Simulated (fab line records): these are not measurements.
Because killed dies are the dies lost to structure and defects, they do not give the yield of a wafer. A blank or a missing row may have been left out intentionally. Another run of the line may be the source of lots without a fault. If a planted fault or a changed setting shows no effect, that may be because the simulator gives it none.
Split-lot study    flow n5 finfet    39 wafers read across 7 lots, on a route 1938 steps long

== ABOUT THE SPLIT ==
At N5_SDB_ALD_29 (deposits SiNx, target thk 30 nm, pulse time 1 s, ald cycles 600), the setting ald cycles was moved away from the recipe's 600 on 15 of the 39 wafers read, by -54.2% to +48.7%. For the rest of the wafers, this setting stayed at what the recipe calls for.

The reading is taken at the split's own step.

== THE READING ==
SiNx_of_SDB_ALD_29.thk nm (the simulator's own value, which no gauge read), in nm, at N5_SDB_ALD_29 (deposits SiNx, target thk 30 nm, pulse time 1 s, ald cycles 600). There is no usual value for it anywhere in the file. The 24 wafers here that ran the recipe average 30.0 nm, standard deviation 0.15 nm.

wafer   tool, chamber at the split  ald cycles as run  against the recipe  SiNx_of_SDB_ALD_29.thk nm, nm  against lot-mates on the recipe
L074.1  ald sin-03, 0,1,2,2         600                recipe              30                             -
L074.3  ald sin-03, 0,1,2,2         600                recipe              30                             -
L074.4  ald sin-03, 0,1,2,2         600                recipe              30                             -
L074.6  ald sin-03, 0,1,2,2         600                recipe              30                             -
L074.2  ald sin-03, 3,1             600                recipe              30.2                           -
L074.5  ald sin-03, 3,1             600                recipe              30.2                           -
L075.1  ald sin-03, 3,0,2           892                +48.7%              44.6                           +14.7
L075.3  ald sin-03, 3,0,2           892                +48.7%              44.6                           +14.7
L075.4  ald sin-03, 3,0,2           892                +48.7%              44.6                           +14.7
L075.2  ald sin-03, 1,3             600                recipe              30                             -
L075.6  ald sin-03, 1,3             600                recipe              30                             -
L075.5  ald sin-03, 2               600                recipe              29.8                           -
L081.1  ald sin-02, 1,0,0           275                -54.2%              13.8                           -16.3
L081.4  ald sin-02, 1,0,0           275                -54.2%              13.8                           -16.3
L081.5  ald sin-02, 1,0,0           275                -54.2%              13.8                           -16.3
L081.2  ald sin-02, 2,3             600                recipe              30                             -
L081.3  ald sin-02, 2,3             600                recipe              30                             -
L081.6  ald sin-02, 3               600                recipe              30.2                           -
L085.3  ald sin-03, 3,2             600                recipe              30                             -
L085.6  ald sin-03, 3,2             600                recipe              30                             -
L085.4  ald sin-03, 3               600                recipe              29.8                           -
L090.1  ald sin-03, 0,3             277                -53.8%              13.8                           -16.3
L090.2  ald sin-03, 0,3             277                -53.8%              13.8                           -16.3
L090.3  ald sin-03, 2               600                recipe              30                             -
L090.5  ald sin-03, 2               600                recipe              30                             -
L090.4  ald sin-03, 1               600                recipe              30.2                           -
L090.6  ald sin-03, 3               277                -53.8%              14                             -16.1
L095.1  ald sin-01, 2,1             600                recipe              29.8                           -
L095.5  ald sin-01, 2,1             600                recipe              29.8                           -
L095.2  ald sin-01, 1,0,0           391                -34.8%              19.4                           -10.3
L095.3  ald sin-01, 1,0,0           391                -34.8%              19.4                           -10.3
L095.4  ald sin-01, 1,0,0           391                -34.8%              19.4                           -10.3
L095.6  ald sin-01, 2               600                recipe              29.6                           -
L096.1  ald sin-03, 1               864                +44.0%              43.2                           +13.3
L096.2  ald sin-03, 2               864                +44.0%              43.4                           +13.5
L096.3  ald sin-03, 0,3             600                recipe              29.8                           -
L096.5  ald sin-03, 0,3             600                recipe              29.8                           -
L096.4  ald sin-03, 3               864                +44.0%              43                             +13.1
L096.6  ald sin-03, 2               600                recipe              30                             -
Where a row lists several chambers, the file gives one row for several wafers and doesn't say which wafer went through which chamber.

THE FIT
A straight line over all 39 wafers: SiNx_of_SDB_ALD_29.thk nm changes by +0.3 nm for each +1% of ald cycles; r = +1.00; the points scatter about the line by 0.14 nm.
The same after taking each lot's own level away (the mean of its wafers on the recipe; 39 wafers): +0.301 nm for each +1%; r = +1.00; scatter 0.1 nm.
On that fit, the largest move of ald cycles shifts the reading by 16 nm.
The lots' own levels span 29.73 to 30.07 nm, that is 2.2 times the standard deviation above.
So the lot-to-lot level changes the slope little: the two slopes agree.
Check: with one of the wafers moved furthest among these (-54.2%) left out of the fit, the line predicts -16.3 nm for it against its lot-mates. Against them it came out at -16.3 nm.

== ADDITIONAL SPLITS CARRIED BY THESE WAFERS ==
Other splits were also applied to these wafers ahead of the reading. Each is held against what the fit with the lots' levels taken away leaves over:
other split on the same wafers           wafers away from the commonest value  r with SiNx_of_SDB_ALD_29.thk nm (lot level and that fit taken away)
N5_ZERO_LAYER_PECVD_02 time s            15                                    -0.26
N5_ZERO_LAYER_DEVELOP_10 develop time s  15                                    +0.09

== THE WHOLE CHAIN: every reading that the file lists as answering this split, in the file's order ==
step           what it does                                                       reading                                                                     change (the file's fit)                                                             r (the file's)
N5_SDB_ALD_29  deposits SiNx, target thk 30 nm, pulse time 1 s, ald cycles 600    SiNx_of_SDB_ALD_29.thk nm (the simulator's own value, which no gauge read)  +0.301 nm for each +1% of the setting                                               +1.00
N5_SDB_CMP_30  polishes, stops on poly-Si, t overpolish 1.54 s, target thk 30 nm  SiNx_of_SDB_ALD_29.thk nm (the simulator's own value, which no gauge read)  not straight: 13.8 at the lowest setting, 29.97 at the recipe, 30.2 at the highest  not given

== THE FILE'S OWN FIT ==
SiNx_of_SDB_ALD_29.thk nm changes by +0.301 nm for each +1% of ald cycles, r = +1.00.
